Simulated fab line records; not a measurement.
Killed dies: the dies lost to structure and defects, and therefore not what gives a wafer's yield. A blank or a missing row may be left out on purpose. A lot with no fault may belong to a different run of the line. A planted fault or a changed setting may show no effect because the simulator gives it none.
Comparing a struck lot with a sound one ; flow n5Finfet ; 16 out of 1938 route steps
Sound: wafers L340.2, L340.3, L340.4. Struck: wafers L345.4, L345.5, L345.6. The cause comes at the end.
Order at every step that has rows: each side's tool, ch and its chambers, its first start. Under that, the readings that differ: sound wafers ; struck wafers ; difference of the means ; sigmas: that difference in standard deviations of wafers without a fault.
alike: a reading whose means differ by less than 2 such deviations, as well as words and numbers matching on both sides. not compared: withheld readings; readings where some wafer has no value; bounds like >300 that might hide an equal value; numbers whose values overlap and for which the record gives no deviation.
The two part at a step that has a row with sigmas, a row that says differs or no value, or rows on one side only. Non-overlapping numbers with no deviation appear without sigmas and do not part them. Lack of a reading on every wafer of one side parts them only where that side has two or more wafers.

N5_BEOL_M3_CD_MEAS_35: target cd 18 nm, target cd y 21 nm.
  struck on cdSem-02, day 9 11:05; sound on cdSem-02, day 8 09:44
  alike: cdNm
N5_BEOL_M3_DEGAS_44: time 60 s.
  struck on pvdSputter-01, day 9 11:07; sound on pvdSputter-03, day 8 11:25
  alike: heaterPowerW, susceptorTempC
then, 1 step without rows for these wafers: N5_BEOL_M3_PRE_CLEAN_45 (time 30 s).
N5_BEOL_M3_ALD_84: deposits TaN, pulse time 2 s, purge time 3 s, co reactant purge time 2 s.
  sound on aldMetal-04 ch 1,2,3, day 8 11:32; struck on aldMetal-02 ch 0,1, day 9 11:16
  alike: heaterPowerW, susceptorTempC
then, 3 steps without rows for these wafers: N5_BEOL_M3_SURFACE_TREAT_85; N5_BEOL_M3_CVD_47 (deposits Co from CCTBA/H2, target thk 3 nm, time 223.8 s); N5_BEOL_M3_SPUTTER_48 (material Cu, target thk 4.5 nm, time 8.29 s).
N5_BEOL_M3_ANNEAL_49: time 240 s.
  struck on pvdSputter-02, day 9 12:00; sound on pvdSputter-01, day 8 12:10
  alike: heaterPowerW, susceptorTempC
then, 1 step without rows for these wafers: N5_BEOL_M3_SPUTTER_79 (material Cu, target thk 4.5 nm, time 8.29 s).
N5_BEOL_M3_ANNEAL_80: time 240 s.
  struck on pvdSputter-02, day 9 12:13; sound on pvdSputter-01, day 8 12:23
  alike: heaterPowerW, susceptorTempC
then, 1 step without rows for these wafers: N5_BEOL_M3_SPUTTER_81 (material Cu, target thk 4.5 nm, time 8.29 s).
N5_BEOL_M3_ANNEAL_82: time 240 s.
  struck on pvdSputter-02, day 9 12:26; sound on pvdSputter-01, day 8 12:37
  alike: heaterPowerW, susceptorTempC
N5_BEOL_M3_SPUTTER_86: material Cu, target thk 4.5 nm, time 8.29 s.
  struck on pvdSputter-02, day 9 12:35; sound on pvdSputter-01, day 8 12:45
  no value came back on the struck wafers for chamberPressurePa (Pa), chuckGasFlowSccm (sccm), susceptorTempC (C), throttleValvePct (%); on the sound wafers chamberPressurePa (Pa) reads 0.06993 0.06991 0.06997
then, 1 step without rows for these wafers: N5_BEOL_M3_ANNEAL_87 (time 240 s).
N5_BEOL_M4_RC_MEAS_101:
  sound on prober-01 ch 0, day 9 03:38; struck on prober-02 ch 0, day 10 17:59
reading;sound;struck;difference;sigmas
ION_N (uA/um);683 685 677;662 664 655;-21;-2
VT_N (mV);247.1 244.9 248.4;254.8 253.9 251.2;+6.5;+3
  alike: DIBL_N, DIBL_P, IOFF_N, IOFF_P, ION_P, SS_N, SS_P, VT_P
-- here the record skips 4 days between the struck wafers' starts before and after, leaving off in module BEOL_M4 and picking up in module PASSIVATION (first step shown: number 1936 of the route) --
N5_PASSIVATION_PROBE_49:
  only the struck wafers here have rows in the record (prober-01, day 14 23:14); the sound ones have none

== WHERE THEY PART ==
First at N5_BEOL_M3_SPUTTER_86; last, within this record, at N5_PASSIVATION_PROBE_49.

WHY: what had been put in by the simulator
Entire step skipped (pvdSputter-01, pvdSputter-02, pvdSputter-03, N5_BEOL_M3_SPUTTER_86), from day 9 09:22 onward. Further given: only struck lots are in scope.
